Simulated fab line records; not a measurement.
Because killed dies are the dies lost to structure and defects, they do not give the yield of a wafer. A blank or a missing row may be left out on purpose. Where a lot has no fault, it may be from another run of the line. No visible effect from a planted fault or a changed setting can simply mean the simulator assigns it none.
Comparing a struck lot with a sound one -- flow nand_harc -- 14 out of 1159 route steps
Sound: the wafers L923.2, L923.5, L923.6. Wafers struck: L932.1, L932.2, L932.3. The cause is given at the end.
At each step with rows: each side's tool, then ch and its chambers, then its first start. Under that, the readings that differ: sound wafers -- struck wafers -- difference of the means -- sigmas: that difference in standard deviations of wafers without a fault.
alike: a reading whose means differ by less than 2 such deviations, as well as words and numbers matching on both sides. not compared: withheld readings; readings where some wafer has no value; bounds like >300 that might hide an equal value; numbers whose values overlap and for which the record gives no deviation.
The two part at a step that has a row with sigmas, a row that says differs or no value, or rows on one side only. Numbers that don't overlap but have no deviation are shown without sigmas and don't part them. A reading that every wafer of one side lacks parts them only if that side has two wafers or more.

first, 4 steps without rows for these wafers: NHARC_P_GATE_PRECLEAN_71 (cleans in SC1); NHARC_P_GATE_SRD_72; NHARC_P_GATE_OXIDE_16 (material SiO2, target thk 3 nm, ox time 392 s); NHARC_P_GATE_CVD_17 (deposits poly-Si, target thk 150 nm, time 900 s).
NHARC_P_GATE_HM_DEP_102: deposits aC, target thk 120 nm.
  sound on acl_dep-03 ch 0, day 5 00:22; struck on acl_dep-03 ch 0, day 7 23:32
  alike: throttle_valve_pct
NHARC_P_GATE_DEP_103: deposits SiON, target thk 30 nm.
  sound on pecvd-02 ch 0,2, day 5 00:56; struck on pecvd-04 ch 0,1,2, day 8 00:12
  alike: heater_power_w
then, 6 steps without rows for these wafers: NHARC_P_GATE_DEHYDRATE_18 (time 120 s); NHARC_P_GATE_HMDS_19 (time 30 s); NHARC_P_GATE_COAT_20 (resist thk 90 nm); NHARC_P_GATE_SOFTBAKE_21 (time 55 s); NHARC_P_GATE_EBR_22; NHARC_P_GATE_EXPOSE_23 (exposes mask P GATE, target cd 120 nm).
NHARC_P_GATE_PEB_24: peb time 65 s.
  struck on litho_track-04, day 8 00:47; sound on litho_track-04 ch 0, day 5 01:31
  no value came back on the struck wafers for chill_plate_temp_C (C), exhaust_pa (Pa); on the sound wafers chill_plate_temp_C (C) reads 22.88 23.07 23.05
then, 1 step without rows for these wafers: NHARC_P_GATE_DEVELOP_25 (develop time 35 s).

== WHERE THEY PART ==
Only at NHARC_P_GATE_PEB_24, within this record.

WHY: the cause the simulator had injected
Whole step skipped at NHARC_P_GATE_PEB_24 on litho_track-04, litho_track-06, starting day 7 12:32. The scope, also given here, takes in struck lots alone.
